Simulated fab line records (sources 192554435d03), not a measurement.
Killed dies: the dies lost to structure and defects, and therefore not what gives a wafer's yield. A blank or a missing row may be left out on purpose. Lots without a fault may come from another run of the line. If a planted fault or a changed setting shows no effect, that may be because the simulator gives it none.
Matching of chambers    flow n5Finfet    pecvd-04 running N5_BEOL_M7_DEP_56: 3 sister chambers
The step deposits SiCN from 3MS/NH3, target thk 10 nm, time 17.5 s. 3 wafers are shown with their chamber, then 8 later ones without.

## WAFERS PAIRED WITH THEIR CHAMBERS
wafer   chamber  throttleValvePct (%)
L093.4  0        9.2
L093.6  1        10.0
L094.1  2        9.0

## WAFERS WITH NO CHAMBER GIVEN
wafer   throttleValvePct (%)
L094.2  10.0
L094.3  9.3
L095.2  9.4
L095.3  10.0
L095.6  9.2
L096.1  9.9
L096.3  9.5
L096.5  9.1

## THE CHAMBER EACH PASSED THROUGH
wafer   from the rows above           in truth
L094.2  1                             1
L094.3  can't be placed: 0 or 2       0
L095.2  can't be placed: 0 or 2       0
L095.3  1                             1
L095.6  can't be placed: 0 or 2       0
L096.1  1                             1
L096.3  can't be placed: 0 or 1 or 2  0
L096.5  can't be placed: 0 or 2       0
Placed correctly: 3 of 8. From these rows, 5 cannot be placed; in 5 the true chamber is one of the candidates. Number placed wrongly: 0.
How it was worked out, from the rows above alone: a wafer's distance from a chamber is the root of the sum, over the readings, of the square of ((its reading less the chamber's mean) divided by the reading's scatter). If the next closest chamber is less than 2 further off than the closest, the wafer can't be placed; otherwise it belongs to the closest. A chamber's mean is the mean of its shown wafers. The scatter: root of mean squared gap, hidden wafer to nearest shown wafer, with one shown wafer a chamber.
